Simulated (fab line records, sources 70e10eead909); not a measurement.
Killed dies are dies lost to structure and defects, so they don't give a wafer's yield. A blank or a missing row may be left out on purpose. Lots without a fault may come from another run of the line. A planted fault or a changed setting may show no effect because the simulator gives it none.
A struck lot beside a sound one | flow nand_harc | 17 steps out of a route of 1302
Sound: wafers L251.3, L251.4, L251.6. Struck: wafers L256.4, L256.5. (L256.2 of the same lot was not struck and is left out.) The cause comes at the end.
At each step with rows: each side's tool, then ch and its chambers, then its first start. Under that, the readings that differ: sound wafers | struck wafers | difference of the means | sigmas: that difference in standard deviations of wafers without a fault.
alike: readings whose means differ by less than 2 such deviations, and words and numbers that are the same on both sides. not compared: withheld readings, readings that some wafer has no value for, bounds like >300 that may hide the same value, and numbers for which the record gives no deviation and whose values overlap.
The two part at a step that has a row with sigmas, a row that says differs or no value, or rows on one side only. Numbers that don't overlap but have no deviation are shown without sigmas and don't part them. A reading that every wafer of one side lacks parts them only if that side has two wafers or more.

NHARC_P_M0_OVL_MEAS_10: pitch 180 nm.
  sound on overlay-01, day 8 22:07; struck on overlay-01, day 10 23:53
  alike: overlay_x_nm, overlay_y_nm
NHARC_P_M0_INSPECT_11:
  sound on defect_inspect-02, day 8 22:09; struck on defect_inspect-02, day 10 23:55
  alike: raw_defect_count
NHARC_P_M0_DESCUM_14: chemistry O2, time 3 s.
  sound on rie_diel-06 ch 0,2, day 8 22:13; struck on rie_diel-06 ch 0, day 10 23:59
  reading               | sound             | struck      | difference | sigmas
  oes_product_au (a.u.) | 0.990 1.026 1.018 | 0.989 0.986 | -0.024     | -2
  alike: drypump_motor_current_A, rf_vpp_V, showerhead_plenum_p_Torr, throttle_valve_pct
  not compared: rf_hours_counter_h
NHARC_P_M0_ETCH_34: etches the open film in N2/H2, target depth 40 nm, overetch 12 nm, time 43.94 s.
  sound on rie_diel-06 ch 0,2,3, day 8 22:19; struck on rie_diel-06 ch 2,3, day 11 00:08
  alike: bias_w, drypump_motor_current_A, oes_product_au, rf_vpp_V, showerhead_plenum_p_Torr, throttle_valve_pct
  not compared: rf_hours_counter_h
NHARC_P_M0_ETCH_15: etches the open film in C4F8/Ar, target depth 150 nm, overetch 15 nm, time 82.5 s.
  sound on rie_diel-06 ch 0,2,3; struck on rie_diel-06 ch 2
  alike: bias_w, oes_product_au, rf_vpp_V
  not compared: rf_hours_counter_h
NHARC_P_M0_CD_MEAS_16:
  sound on cd_sem-03, day 8 22:31; struck on cd_sem-03, day 11 00:21
  alike: cd_nm
then, 5 steps without rows for these wafers: NHARC_P_M0_STRIP_18 (strips in N2/H2); NHARC_P_M0_STRIP_19 (strips in post etch residue remover, time 600 s); NHARC_P_M0_DEGAS_28 (time 60 s); NHARC_P_M0_PRE_CLEAN_29 (time 30 s); NHARC_P_M0_PVD_20 (deposits TaN, target thk 5 nm, time 8.06 s).
NHARC_P_M0_PVD_21: deposits Cu, target thk 30 nm, time 20.49 s.
  sound on pvd_sputter-01; struck on pvd_sputter-03
  alike: chamber_pressure_pa, throttle_valve_pct
NHARC_P_M0_ECD_22: material Cu, target thk 400 nm.
  sound on ecd_cu-02 ch 0,1, day 8 23:35; struck on ecd_cu-02 ch 0, day 11 01:25
  alike: bath_temp_c
NHARC_P_M0_ANNEAL_30: time 90 s.
  sound on rtp_anneal-02 ch 0, day 8 23:58; struck on rtp_anneal-02 ch 0, day 11 01:48
  alike: wafer_temp_C_max
NHARC_P_M0_CMP_23: polishes, t overpolish 20 s, target thk 117.54 nm.
  sound on cmp-03 ch 1,3, day 9 00:14; struck on cmp-01 ch 0, day 11 02:07
  reading                | sound          | struck    | difference | sigmas
  motor_current_A (A)    | 9.9 12.0 11.8  | 14.7 14.6 | +3.4       | +2
  time_to_endpoint_s (s) | 23.5 25.1 27.7 | 18.8 19.5 | -6.3       | -2
NHARC_P_M0_THK_MEAS_24: measures by xrf.
  sound on film_metro-01, day 9 00:32; struck on film_metro-02, day 11 02:25
  alike: thk_nm
NHARC_END_SORT_01:
  the record has rows for the sound wafers here (prober-02 ch 0, day 27 11:40) and none for the struck ones

WHERE THEY PART
First at NHARC_P_M0_DESCUM_14; last, within this record, at NHARC_END_SORT_01.

WHY: what the simulator had put in
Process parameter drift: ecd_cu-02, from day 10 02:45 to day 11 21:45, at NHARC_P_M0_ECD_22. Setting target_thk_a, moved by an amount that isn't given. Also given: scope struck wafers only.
